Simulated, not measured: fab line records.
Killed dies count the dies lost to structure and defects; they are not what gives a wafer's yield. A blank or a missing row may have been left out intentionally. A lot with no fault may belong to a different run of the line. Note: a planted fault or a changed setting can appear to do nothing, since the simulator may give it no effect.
Which tool did it? :: flow nand_harc :: 11 lots with 33 wafers sampled at 5 steps, on a route of 1159 steps

WHAT EACH GAUGE READ, for each wafer
NHARC_END_SORT_01.
lot: L672
measured: day 23 03:16
on: prober-01
killed_at_array: 344 25 34

lot: L673
measured: day 23 14:16
on: prober-01
killed_at_array: 33 355 35

WHICH TOOL RAN EACH LOT (tool, then ch and the chambers of the sampled wafers, then the start)
lot: L657
NHARC_A_CHANNEL_FILL_D1_ALD_25: ald_hk-01 ch 0,1,3, day 10 12:17
NHARC_A_STAIRCASE_TRIM_12: rie_diel-11 ch 1,2,3, day 11 03:02
NHARC_A_STAIRCASE_TRIM_20: rie_diel-13 ch 0,2,3, day 11 04:19
NHARC_A_STAIRCASE_TRIM_22: rie_diel-13 ch 0,1,2, no start

lot: L660
NHARC_A_CHANNEL_FILL_D1_ALD_25: ald_hk-03 ch 0,1, day 11 02:51
NHARC_A_STAIRCASE_TRIM_12: rie_diel-01 ch 0,1, day 11 17:16
NHARC_A_STAIRCASE_TRIM_20: rie_diel-11 ch 0,2,3, day 11 18:20
NHARC_A_STAIRCASE_TRIM_22: rie_diel-11 ch 0,2, no start

lot: L662
NHARC_A_CHANNEL_FILL_D1_ALD_25: ald_hk-04 ch 1,2,3, day 11 12:59
NHARC_A_STAIRCASE_TRIM_12: rie_diel-01 ch 1,2,3, day 12 03:27
NHARC_A_STAIRCASE_TRIM_20: rie_diel-13 ch 0,1,3, day 12 06:39
NHARC_A_STAIRCASE_TRIM_22: rie_diel-13 ch 0,1,2, no start

lot: L661
NHARC_A_CHANNEL_FILL_D1_ALD_25: ald_hk-03 ch 1,2,3, day 11 13:36
NHARC_A_STAIRCASE_TRIM_12: rie_diel-01 ch 0,2,3, day 12 03:13
NHARC_A_STAIRCASE_TRIM_20: rie_diel-01 ch 0,2,3, day 12 06:23
NHARC_A_STAIRCASE_TRIM_22: rie_diel-01 ch 0,3, no start

lot: L666
NHARC_A_CHANNEL_FILL_D1_ALD_25: ald_hk-01 ch 0,1,2, day 12 08:16
NHARC_A_STAIRCASE_TRIM_12: rie_diel-01 ch 0,1,2, day 12 23:22
NHARC_A_STAIRCASE_TRIM_20: rie_diel-13 ch 0,2,3, day 13 00:37
NHARC_A_STAIRCASE_TRIM_22: rie_diel-13 ch 1,2,3, no start

lot: L665
NHARC_A_CHANNEL_FILL_D1_ALD_25: ald_hk-04 ch 0,1,3, day 12 08:52
NHARC_A_STAIRCASE_TRIM_12: rie_diel-11 ch 0,1,3, day 12 23:11
NHARC_A_STAIRCASE_TRIM_20: rie_diel-11 ch 0,2,3, day 13 00:21
NHARC_A_STAIRCASE_TRIM_22: rie_diel-11 ch 0,2,3, no start

lot: L669
NHARC_A_CHANNEL_FILL_D1_ALD_25: ald_hk-01 ch 0,1,2, day 13 06:25
NHARC_A_STAIRCASE_TRIM_12: rie_diel-13 ch 0,1,2, day 13 20:01
NHARC_A_STAIRCASE_TRIM_20: rie_diel-13 ch 0,2,3, day 13 22:06
NHARC_A_STAIRCASE_TRIM_22: rie_diel-13 ch 1,3, no start

lot: L670
NHARC_A_CHANNEL_FILL_D1_ALD_25: ald_hk-03 ch 1,2,3, day 13 18:08
NHARC_A_STAIRCASE_TRIM_12: rie_diel-13 ch 0,1,2, day 14 09:01
NHARC_A_STAIRCASE_TRIM_20: rie_diel-13 ch 0,1,2, day 14 10:16
NHARC_A_STAIRCASE_TRIM_22: rie_diel-13 ch 0,1,2, no start

lot: L672
NHARC_A_CHANNEL_FILL_D1_ALD_25: ald_hk-04 ch 1,2,3, day 14 00:07
NHARC_A_STAIRCASE_TRIM_12: rie_diel-13 ch 0,1,2, day 14 15:02
NHARC_A_STAIRCASE_TRIM_20: rie_diel-11 ch 0,1,3, day 14 16:02
NHARC_A_STAIRCASE_TRIM_22: rie_diel-11 ch 0,1,2, day 23 03:16 or earlier

lot: L673
NHARC_A_CHANNEL_FILL_D1_ALD_25: ald_hk-01 ch 1,3, day 14 05:10
NHARC_A_STAIRCASE_TRIM_12: rie_diel-13 ch 0,1,3, day 14 19:39
NHARC_A_STAIRCASE_TRIM_20: rie_diel-01 ch 0,1,2, day 14 20:48
NHARC_A_STAIRCASE_TRIM_22: rie_diel-01 ch 0,2,3, day 23 14:16 or earlier

lot: L676
NHARC_A_CHANNEL_FILL_D1_ALD_25: ald_hk-04 ch 1,2,3, day 14 22:28
NHARC_A_STAIRCASE_TRIM_12: rie_diel-11 ch 1,3, day 15 13:25
NHARC_A_STAIRCASE_TRIM_20: rie_diel-11 ch 0,2,3, day 15 15:07
NHARC_A_STAIRCASE_TRIM_22: rie_diel-11 ch 2,3, no start
- NHARC_A_CHANNEL_FILL_D1_ALD_25: deposits SiOx, target thk 60 nm, pulse time 10 s, ald cycles 600.
- NHARC_A_STAIRCASE_TRIM_12: chemistry O2, time 211.2 s.
- NHARC_A_STAIRCASE_TRIM_20: chemistry O2, time 211.2 s.
- NHARC_A_STAIRCASE_TRIM_22: chemistry O2, time 211.2 s.

THE ANSWER, worked out from the rows above alone
Rule: the usual values come from the lots themselves. Put in order of their means at a reading, lots are off if they are a third of the lots or fewer, leave a main group of 4 or more, and stand apart from it by a gap of 3 or more times the standard deviation of the main group's means; of several such gaps the widest counts. A main group whose means are all the same, to the digits that the tables above print for the reading, isn't used. Also off: a lot with no number at a reading for which 4 or more lots have one. The other lots that the step has rows for count as sound.
No lot is off on any of the readings shown, so nothing can be concluded from this.

WHAT THE SIMULATOR HAD PUT IN
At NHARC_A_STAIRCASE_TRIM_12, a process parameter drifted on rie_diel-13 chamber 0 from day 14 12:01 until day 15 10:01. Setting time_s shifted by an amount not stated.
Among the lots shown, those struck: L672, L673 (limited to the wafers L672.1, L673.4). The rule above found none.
